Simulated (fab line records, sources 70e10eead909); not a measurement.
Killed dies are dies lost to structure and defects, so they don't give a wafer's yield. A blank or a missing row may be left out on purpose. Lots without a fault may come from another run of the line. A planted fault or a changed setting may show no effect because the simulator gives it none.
Which tool did it? | flow nand_harc | 23 lots, 69 wafers sampled, at 5 steps of a route of 1302

WHAT THE GAUGES READ, wafer by wafer
NHARC_P_M0_INSPECT_27. Usual: raw_defect_count 280, standard deviation 110.
lot  | measured     | on                | raw_defect_count | flag
L074 | day 6 02:35  | defect_inspect-02 | 477 206 170      |
L075 | day 6 16:07  | defect_inspect-02 | 289 278 212      |
L076 | day 6 19:05  | defect_inspect-02 | 431 358 389      |
L077 | day 7 13:28  | defect_inspect-01 | 147 230 172      |
L078 | day 7 17:26  | defect_inspect-01 | 442 453 461      |
L079 | day 8 03:55  | defect_inspect-01 | 272 337 245      |
L080 | day 8 16:16  | defect_inspect-01 | 246 332 233      |
L081 | day 8 22:39  | defect_inspect-01 | 203 191 137      |
L082 | day 9 16:42  | defect_inspect-02 | 158 138 164      |
L083 | day 9 22:11  | defect_inspect-01 | 326 559 360      |
L084 | day 10 05:50 | defect_inspect-02 | 287 380 287      |
L085 | day 10 18:56 | defect_inspect-02 | 302 427 348      |
L086 | day 11 05:38 | defect_inspect-01 | 223 428 358      |
L087 | day 11 14:54 | defect_inspect-01 | 629 304 332      |
L088 | day 12 11:31 | defect_inspect-01 | 230 234 135      |
L089 | day 12 14:26 | defect_inspect-02 | 205 192 224      |
L090 | day 12 21:17 | defect_inspect-01 | 173 230 218      |
L091 | day 13 05:42 | defect_inspect-02 | 418 265 347      |
L092 | day 13 18:13 | defect_inspect-02 | 400 213 183      |
L093 | day 14 07:40 | defect_inspect-01 | 426 415 231      |
L094 | day 14 18:20 | defect_inspect-02 | 198 258 112      |
L095 | day 15 17:40 | defect_inspect-01 | 148 384 174      |
L096 | day 16 02:41 | defect_inspect-01 | 229 237 261      |

WHICH TOOL RAN EACH LOT (tool, then ch and the chambers of the sampled wafers, then the start)
lot  | NHARC_P_GATE_DESCUM_93             | NHARC_P_CONTACT_ETCH_31                       | NHARC_P_CONTACT_STRIP_28           | NHARC_P_CONTACT_PVD_32
L074 | rie_diel-07 ch 0,3, day 5 15:24    | rie_diel-08 ch 0,1, day 5 20:56 or earlier    | rie_diel-11 ch 0,2,3, day 5 20:56  | pvd_sputter-01, day 6 02:35 or earlier
L075 | rie_diel-01 ch 0,2,3, day 6 04:30  | rie_diel-08 ch 0,1,2, day 6 10:08 or earlier  | rie_diel-11 ch 1,2, day 6 10:08    | pvd_sputter-02, day 6 16:07 or earlier
L076 | rie_diel-02 ch 0,1,2, day 6 07:36  | rie_diel-09 ch 0,2,3, day 6 13:23 or earlier  | rie_diel-09 ch 1,2,3, day 6 13:23  | pvd_sputter-03, day 6 19:05 or earlier
L077 | rie_diel-07 ch 0,2, day 7 01:55    | rie_diel-11 ch 0,1,2, day 7 07:37 or earlier  | rie_diel-08 ch 2,3, day 7 07:37    | pvd_sputter-01, day 7 13:28 or earlier
L078 | rie_diel-02 ch 1,2,3, day 7 06:02  | rie_diel-08 ch 0,2,3, day 7 11:43 or earlier  | rie_diel-11 ch 0,3, day 7 11:43    | pvd_sputter-01, day 7 17:26 or earlier
L079 | rie_diel-01 ch 0,1, day 7 16:43    | rie_diel-09 ch 0,1,3, day 7 22:14 or earlier  | rie_diel-08 ch 1,2,3, day 7 22:14  | pvd_sputter-03, day 8 03:55 or earlier
L080 | rie_diel-01 ch 0,1,2, day 8 04:46  | rie_diel-11 ch 1,2,3, day 8 10:24 or earlier  | rie_diel-08 ch 1,2,3, day 8 10:24  | pvd_sputter-02, day 8 16:16 or earlier
L081 | rie_diel-07 ch 0,1,2, day 8 11:23  | rie_diel-08 ch 1,2,3, day 8 17:00 or earlier  | rie_diel-11 ch 1,2, day 8 17:00    | pvd_sputter-01, day 8 22:39 or earlier
L082 | rie_diel-01 ch 1,2,3, day 9 05:20  | rie_diel-08 ch 0,1, day 9 11:02 or earlier    | rie_diel-09 ch 1,2,3, day 9 11:02  | pvd_sputter-02, day 9 16:42 or earlier
L083 | rie_diel-01 ch 0,2,3, day 9 10:47  | rie_diel-11 ch 0,1,3, day 9 16:33 or earlier  | rie_diel-09 ch 2,3, day 9 16:33    | pvd_sputter-02, day 9 22:11 or earlier
L084 | rie_diel-02 ch 0,1, day 9 18:22    | rie_diel-08 ch 1,2,3, day 10 00:10 or earlier | rie_diel-11 ch 0,2,3, day 10 00:10 | pvd_sputter-03, day 10 05:50 or earlier
L085 | rie_diel-07 ch 0,1, day 10 07:37   | rie_diel-08 ch 1,3, day 10 13:14 or earlier   | rie_diel-11 ch 0,1, day 10 13:14   | pvd_sputter-02, day 10 18:56 or earlier
L086 | rie_diel-02 ch 0,3, day 10 18:08   | rie_diel-09 ch 1,2,3, day 10 23:53 or earlier | rie_diel-11 ch 0,1,2, day 10 23:53 | pvd_sputter-02, day 11 05:38 or earlier
L087 | rie_diel-01 ch 0,2, day 11 03:08   | rie_diel-08 ch 0,1,3, day 11 09:12 or earlier | rie_diel-11 ch 0,3, day 11 09:12   | pvd_sputter-03, day 11 14:54 or earlier
L088 | rie_diel-07 ch 1,2,3, day 11 23:53 | rie_diel-09 ch 0,1,3, day 12 05:23 or earlier | rie_diel-11 ch 0,1,3, day 12 05:23 | pvd_sputter-02, day 12 11:31 or earlier
L089 | rie_diel-02 ch 0,1, day 12 02:42   | rie_diel-09 ch 1,2,3, day 12 08:25 or earlier | rie_diel-11 ch 1,2,3, day 12 08:25 | pvd_sputter-01, day 12 14:26 or earlier
L090 | rie_diel-02 ch 0,2, day 12 10:01   | rie_diel-11 ch 1,3, day 12 15:32 or earlier   | rie_diel-08 ch 0,3, day 12 15:32   | pvd_sputter-03, day 12 21:17 or earlier
L091 | rie_diel-02 ch 0,2, day 12 18:36   | rie_diel-08 ch 0,2,3, day 13 00:08 or earlier | rie_diel-09 ch 1,3, day 13 00:08   | pvd_sputter-03, day 13 05:42 or earlier
L092 | rie_diel-01 ch 1,2, day 13 06:34   | rie_diel-09 ch 0,3, day 13 12:23 or earlier   | rie_diel-11 ch 1,3, day 13 12:23   | pvd_sputter-03, day 13 18:13 or earlier
L093 | rie_diel-07 ch 0,3, day 13 20:28   | rie_diel-08 ch 0,1,3, day 14 02:07 or earlier | rie_diel-11 ch 0,1,2, day 14 02:07 | pvd_sputter-01, day 14 07:40 or earlier
L094 | rie_diel-01 ch 0,1, day 14 06:57   | rie_diel-08 ch 0,3, day 14 12:29 or earlier   | rie_diel-08 ch 1,2, day 14 12:29   | pvd_sputter-01, day 14 18:20 or earlier
L095 | rie_diel-02 ch 2,3, day 15 05:44   | rie_diel-08 ch 2,3, day 15 11:46 or earlier   | rie_diel-11 ch 0,1,3, day 15 11:46 | pvd_sputter-01, day 15 17:40 or earlier
L096 | rie_diel-02 ch 0,2,3, day 15 07:32 | rie_diel-09 ch 0,1, day 15 20:54 or earlier   | rie_diel-11 ch 1,3, day 15 20:54   | pvd_sputter-01, day 16 02:41 or earlier
- NHARC_P_GATE_DESCUM_93: chemistry O2, time 3 s.
- NHARC_P_CONTACT_ETCH_31: etches the open film in CH3F/O2, target depth 30 nm, time 85.7 s.
- NHARC_P_CONTACT_STRIP_28: strips in O2.
- NHARC_P_CONTACT_PVD_32: deposits Ti, target thk 5 nm, time 17.7 s.

WHAT THE TOOLS THEMSELVES READ (means of the sampled wafers that have a number; where no wafer has one, the mark that the record gives instead)
NHARC_P_GATE_DESCUM_93. Usual: drypump_motor_current_A 5.7 A, standard deviation 0.34; oes_product_au 1.001 a.u., standard deviation 0.011; rf_vpp_V 57.7 V, standard deviation 0.82; showerhead_plenum_p_Torr 1.87 Torr, standard deviation 0.065; throttle_valve_pct 11.311 %, standard deviation 0.0093.
lot  | tool        | drypump_motor_current_A (A) | oes_product_au (a.u.) | rf_vpp_V (V) | showerhead_plenum_p_Torr (Torr) | throttle_valve_pct (%) | flag
L074 | rie_diel-07 | 5.5                         | 0.996                 | 57.7         | 1.98                            | 11.306                 |
L075 | rie_diel-01 | 5.6                         | 1.006                 | 56.7         | 1.90                            | 11.304                 |
L076 | rie_diel-02 | 5.9                         | 0.996                 | 57.9         | 1.82                            | 11.315                 |
L077 | rie_diel-07 | 5.7                         | 1.004                 | 57.8         | 2.00                            | 11.311                 |
L078 | rie_diel-02 | 6.0                         | 1.004                 | 57.1         | 1.82                            | 11.322                 |
L079 | rie_diel-01 | 5.8                         | 0.996                 | 57.0         | 1.90                            | 11.305                 |
L080 | rie_diel-01 | 5.5                         | 1.005                 | 58.2         | 1.90                            | 11.302                 |
L081 | rie_diel-07 | 5.6                         | 0.994                 | 58.0         | 1.95                            | 11.313                 |
L082 | rie_diel-01 | 5.5                         | 1.016                 | 57.4         | 1.88                            | 11.297                 |
L083 | rie_diel-01 | 5.7                         | 1.006                 | 57.8         | 1.90                            | 11.314                 |
L084 | rie_diel-02 | 5.7                         | 0.995                 | 57.5         | 1.83                            | 11.310                 |
L085 | rie_diel-07 | 5.4                         | 0.988                 | 57.4         | 1.91                            | 11.312                 |
L086 | rie_diel-02 | 5.9                         | 0.998                 | 56.7         | 1.84                            | 11.315                 |
L087 | rie_diel-01 | 5.5                         | 1.001                 | 57.5         | 1.92                            | 11.299                 |
L088 | rie_diel-07 | 6.0                         | 0.997                 | 57.2         | 1.88                            | 11.308                 |
L089 | rie_diel-02 | 5.7                         | 0.999                 | 58.1         | 1.83                            | 11.311                 |
L090 | rie_diel-02 | 5.9                         | 0.987                 | 57.4         | 1.82                            | 11.312                 |
L091 | rie_diel-02 | 5.8                         | 0.993                 | 57.4         | 1.84                            | 11.318                 |
L092 | rie_diel-01 | 5.3                         | 1.011                 | 57.9         | 1.90                            | 11.314                 |
L093 | rie_diel-07 | 6.0                         | 0.997                 | 58.2         | 1.90                            | 11.304                 |
L094 | rie_diel-01 | 5.5                         | 1.011                 | 57.7         | 1.87                            | 11.320                 |
L095 | rie_diel-02 | 6.1                         | 1.006                 | 57.8         | 1.82                            | 11.324                 |
L096 | rie_diel-02 | 5.9                         | 1.006                 | 56.5         | 1.83                            | 11.307                 |

NHARC_P_CONTACT_ETCH_31. Usual: drypump_motor_current_A 5.8 A, standard deviation 0.56; oes_product_au 0.975 a.u., standard deviation 0.016; rf_vpp_V 244.0 V, standard deviation 1.7; showerhead_plenum_p_Torr 2.44 Torr, standard deviation 0.11; throttle_valve_pct 20.663 %, standard deviation 0.0091.
lot  | tool        | drypump_motor_current_A (A) | oes_product_au (a.u.) | rf_vpp_V (V) | showerhead_plenum_p_Torr (Torr) | throttle_valve_pct (%) | flag
L074 | rie_diel-08 | 5.4                         | 0.982                 | 245.5        | 2.56                            | 20.667                 |
L075 | rie_diel-08 | 5.7                         | 0.974                 | 243.8        | 2.47                            | 20.670                 |
L076 | rie_diel-09 | 5.6                         | 0.988                 | 243.1        | 2.44                            | 20.658                 |
L077 | rie_diel-11 | 5.5                         | 0.977                 | 243.8        | 2.39                            | 20.675                 |
L078 | rie_diel-08 | 6.3                         | 0.992                 | 243.7        | 2.45                            | 20.652                 |
L079 | rie_diel-09 | 5.9                         | 0.978                 | 243.2        | 2.43                            | 20.659                 |
L080 | rie_diel-11 | 5.4                         | 0.972                 | 243.9        | 2.39                            | 20.661                 |
L081 | rie_diel-08 | 6.1                         | 0.985                 | 245.5        | 2.49                            | 20.664                 |
L082 | rie_diel-08 | 5.5                         | 0.986                 | 245.7        | 2.52                            | 20.658                 |
L083 | rie_diel-11 | 5.6                         | 0.977                 | 243.2        | 2.37                            | 20.666                 |
L084 | rie_diel-08 | 6.1                         | 0.980                 | 244.4        | 2.49                            | 20.661                 |
L085 | rie_diel-08 | 5.8                         | 0.964                 | 245.0        | 2.58                            | 20.666                 |
L086 | rie_diel-09 | 5.5                         | 0.983                 | 243.2        | 2.34                            | 20.657                 |
L087 | rie_diel-08 | 5.9                         | 0.941                 | 244.7        | 2.54                            | 20.662                 |
L088 | rie_diel-09 | 5.9                         | 0.975                 | 244.1        | 2.43                            | 20.660                 |
L089 | rie_diel-09 | 5.4                         | 0.987                 | 242.3        | 2.34                            | 20.671                 |
L090 | rie_diel-11 | 5.6                         | 0.981                 | 242.6        | 2.35                            | 20.659                 |
L091 | rie_diel-08 | 6.2                         | 0.988                 | 243.8        | 2.45                            | 20.663                 |
L092 | rie_diel-09 | 6.0                         | 0.965                 | 243.9        | 2.44                            | 20.665                 |
L093 | rie_diel-08 | 5.9                         | 0.975                 | 245.7        | 2.54                            | 20.657                 |
L094 | rie_diel-08 | 6.4                         | 0.948                 | 245.0        | 2.53                            | 20.658                 |
L095 | rie_diel-08 | 6.6                         | 0.953                 | 244.5        | 2.47                            | 20.655                 |
L096 | rie_diel-09 | 6.1                         | 0.954                 | 245.0        | 2.51                            | 20.664                 |

NHARC_P_CONTACT_STRIP_28. Usual: drypump_motor_current_A 5.6 A, standard deviation 0.49; oes_product_au 0.999 a.u., standard deviation 0.0095; rf_vpp_V 57.6 V, standard deviation 0.88; showerhead_plenum_p_Torr 3.45 Torr, standard deviation 0.12; throttle_valve_pct 17.038 %, standard deviation 0.0095.
lot  | tool        | drypump_motor_current_A (A) | oes_product_au (a.u.) | rf_vpp_V (V) | showerhead_plenum_p_Torr (Torr) | throttle_valve_pct (%) | flag
L074 | rie_diel-11 | 5.4                         | 0.996                 | 57.5         | 3.46                            | 17.032                 |
L075 | rie_diel-11 | 5.3                         | 0.997                 | 56.8         | 3.45                            | 17.032                 |
L076 | rie_diel-09 | 5.4                         | 0.995                 | 57.2         | 3.37                            | 17.044                 |
L077 | rie_diel-08 | 6.6                         | 1.004                 | 58.1         | 3.55                            | 17.040                 |
L078 | rie_diel-11 | 5.6                         | 0.992                 | 57.6         | 3.44                            | 17.044                 |
L079 | rie_diel-08 | 6.1                         | 1.001                 | 58.0         | 3.57                            | 17.034                 |
L080 | rie_diel-08 | 6.1                         | 1.013                 | 57.4         | 3.57                            | 17.043                 |
L081 | rie_diel-11 | 5.6                         | 1.000                 | 58.0         | 3.39                            | 17.024                 |
L082 | rie_diel-09 | 5.5                         | 1.009                 | 57.1         | 3.37                            | 17.044                 |
L083 | rie_diel-09 | 5.6                         | 1.008                 | 56.8         | 3.38                            | 17.041                 |
L084 | rie_diel-11 | 5.3                         | 0.995                 | 58.1         | 3.46                            | 17.036                 |
L085 | rie_diel-11 | 5.8                         | 0.992                 | 57.2         | 3.36                            | 17.033                 |
L086 | rie_diel-11 | 5.5                         | 0.991                 | 58.9         | 3.42                            | 17.039                 |
L087 | rie_diel-11 | 5.4                         | 0.992                 | 57.4         | 3.44                            | 17.040                 |
L088 | rie_diel-11 | 5.6                         | 1.001                 | 57.7         | 3.40                            | 17.036                 |
L089 | rie_diel-11 | 5.4                         | 1.000                 | 57.8         | 3.43                            | 17.027                 |
L090 | rie_diel-08 | 6.5                         | 0.999                 | 57.8         | 3.62                            | 17.045                 |
L091 | rie_diel-09 | 5.8                         | 0.993                 | 58.3         | 3.37                            | 17.036                 |
L092 | rie_diel-11 | 5.6                         | 0.990                 | 57.2         | 3.37                            | 17.043                 |
L093 | rie_diel-11 | 5.6                         | 1.007                 | 57.8         | 3.42                            | 17.032                 |
L094 | rie_diel-08 | 5.5                         | 0.989                 | 57.2         | 3.59                            | 17.038                 |
L095 | rie_diel-11 | 5.6                         | 1.006                 | 56.8         | 3.40                            | 17.049                 |
L096 | rie_diel-11 | 5.6                         | 0.994                 | 58.0         | 3.37                            | 17.033                 |

NHARC_P_CONTACT_PVD_32. Usual: chamber_pressure_pa 5.001 Pa, standard deviation 0.0097; throttle_valve_pct 29.7 %, standard deviation 0.85.
lot  | tool           | chamber_pressure_pa (Pa) | throttle_valve_pct (%) | flag
L074 | pvd_sputter-01 | 4.997                    | 29.6                   |
L075 | pvd_sputter-02 | 5.006                    | 29.9                   |
L076 | pvd_sputter-03 | 5.004                    | 30.6                   |
L077 | pvd_sputter-01 | 4.997                    | 29.5                   |
L078 | pvd_sputter-01 | 5.004                    | 29.2                   |
L079 | pvd_sputter-03 | 5.009                    | 30.5                   |
L080 | pvd_sputter-02 | 5.001                    | 29.1                   |
L081 | pvd_sputter-01 | 4.998                    | 29.1                   |
L082 | pvd_sputter-02 | 5.005                    | 29.1                   |
L083 | pvd_sputter-02 | 4.997                    | 29.9                   |
L084 | pvd_sputter-03 | 5.004                    | 29.7                   |
L085 | pvd_sputter-02 | 5.002                    | 29.0                   |
L086 | pvd_sputter-02 | 4.997                    | 29.1                   |
L087 | pvd_sputter-03 | 5.005                    | 30.1                   |
L088 | pvd_sputter-02 | 4.995                    | 29.3                   |
L089 | pvd_sputter-01 | 5.004                    | 29.8                   |
L090 | pvd_sputter-03 | 5.001                    | 29.9                   |
L091 | pvd_sputter-03 | 4.997                    | 30.6                   |
L092 | pvd_sputter-03 | 4.994                    | 30.0                   |
L093 | pvd_sputter-01 | 5.003                    | 29.2                   |
L094 | pvd_sputter-01 | 5.002                    | 29.8                   |
L095 | pvd_sputter-01 | 4.997                    | 29.5                   |
L096 | pvd_sputter-01 | 5.001                    | 29.3                   |

THE ANSWER, worked out from the rows above alone
Rule: a lot is off if the mean of its wafers that have a number lies more than 3 standard deviations from the usual mean. A lot without any number at a reading at which 4 lots or more have one is off too. The other lots that the step has rows for count as sound. The gauges are gone through in route order, then the tools' own readings, and for those a lot's mean is taken as printed above. The first step at which some lot is off is used, and at that step the reading that is off furthest; a lot without a number counts as furthest.
No lot is off at any reading shown: from this, nothing can be told.

WHAT THE SIMULATOR HAD PUT IN
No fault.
